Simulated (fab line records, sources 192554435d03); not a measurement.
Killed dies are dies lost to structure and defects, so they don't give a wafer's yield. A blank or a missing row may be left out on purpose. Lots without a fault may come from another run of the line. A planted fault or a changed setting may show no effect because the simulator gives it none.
Split-lot experiment | flow n5_finfet | 7 lots, 21 wafers read, on a route of 1938 steps

THE SPLIT
At N5_BEOL_M12_COAT_58 (time 60 s, resist thk 89 nm), the setting spin_rpm was moved away from the recipe's 1500 rpm on 11 of the 21 wafers read, by -8.1% to +11.1%. The other wafers ran this setting at the recipe's value.

The file shows no step between the split and the reading.

THE READING
etch.depth_nm (the simulator's own value, which no gauge read), in nm, at N5_BEOL_M12_ETCH_59 (etches BARC in N2/H2, target depth 89 nm, overetch 26.7 nm, time 67.9 s). The file gives no usual value for it. The 10 wafers here that ran the recipe average 89.06 nm, standard deviation 0.17 nm.

wafer  | tool, chamber at the split | spin_rpm as run, rpm | against the recipe | etch.depth_nm, nm | against lot-mates on the recipe
L079.1 | litho_track-03, 0          | 1618                 | +7.9%              | 85.56             | -3.61
L079.2 | litho_track-03, 0          | 1500                 | recipe             | 89.17             | -
L079.5 | litho_track-03, 0          | 1618                 | +7.9%              | 85.58             | -3.59
L081.1 | litho_track-03, 0          | 1500                 | recipe             | 88.94             | -
L081.4 | litho_track-03, 0          | 1500                 | recipe             | 89.19             | -
L081.5 | litho_track-03, 0          | 1500                 | recipe             | 89.28             | -
L082.2 | litho_track-03, 0          | 1550                 | +3.3%              | 87.42             | -1.74
L082.4 | litho_track-03, 0          | 1500                 | recipe             | 89.16             | -
L082.5 | litho_track-03, 0          | 1550                 | +3.3%              | 87.61             | -1.55
L086.1 | litho_track-02, 0          | 1663                 | +10.9%             | 84.32             | -4.83
L086.5 | litho_track-02, 0          | 1663                 | +10.9%             | 84.47             | -4.68
L086.6 | litho_track-02, 0          | 1500                 | recipe             | 89.15             | -
L087.1 | litho_track-02, 0          | 1500                 | recipe             | 89.03             | -
L087.2 | litho_track-02, 0          | 1378                 | -8.1%              | 92.89             | +3.86
L087.5 | litho_track-02, 0          | 1378                 | -8.1%              | 92.99             | +3.96
L090.1 | litho_track-04, 0          | 1409                 | -6.1%              | 91.81             | +3.01
L090.5 | litho_track-04, 0          | 1500                 | recipe             | 88.69             | -
L090.6 | litho_track-04, 0          | 1500                 | recipe             | 88.91             | -
L096.2 | litho_track-02, 0          | 1500                 | recipe             | 89.11             | -
L096.5 | litho_track-02, 0          | 1666                 | +11.1%             | 84.42             | -4.69
L096.6 | litho_track-02, 0          | 1666                 | +11.1%             | 84.2              | -4.91

THE FIT
A straight line over all 21 wafers: etch.depth_nm changes by -0.445 nm for each +1% of spin_rpm; r = -1.00; the points scatter about the line by 0.17 nm.
The same after taking each lot's own level away (the mean of its wafers on the recipe; 21 wafers): -0.454 nm for each +1%; r = -1.00; scatter 0.15 nm.
On that fit, the largest move of spin_rpm shifts the reading by 5 nm.
The lots' own levels span 88.800 to 89.170 nm, that is 2.2 times the standard deviation above.
So the lot-to-lot level changes the slope little: the two slopes agree.
Check: with one of the wafers moved furthest among these (+11.1%) left out of the fit, the line predicts -5.02 nm for it against its lot-mates. It came out at -4.69 nm against them.

THE WHOLE CHAIN: every reading that the file lists as answering this split, in the file's order
step                 | what it does                                                            | reading                                                                          | change (the file's fit)               | r (the file's)
N5_BEOL_M12_COAT_58  | time 60 s, resist thk 89 nm                                             | BARC_of_BEOL_M12_COAT_58.thk_nm (the simulator's own value, which no gauge read) | -0.457 nm for each +1% of the setting | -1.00
N5_BEOL_M12_ETCH_59  | etches BARC in N2/H2, target depth 89 nm, overetch 26.7 nm, time 67.9 s | etch.depth_nm (the simulator's own value, which no gauge read)                   | -0.453 nm for each +1% of the setting | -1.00
N5_BEOL_M12_STRIP_64 | strips in N2/H2                                                         | strip_time_to_endpoint_s                                                         | withheld for each +1% of the setting  | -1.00

THE FILE'S OWN FIT
etch.depth_nm changes by -0.453 nm for each +1% of spin_rpm, r = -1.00.
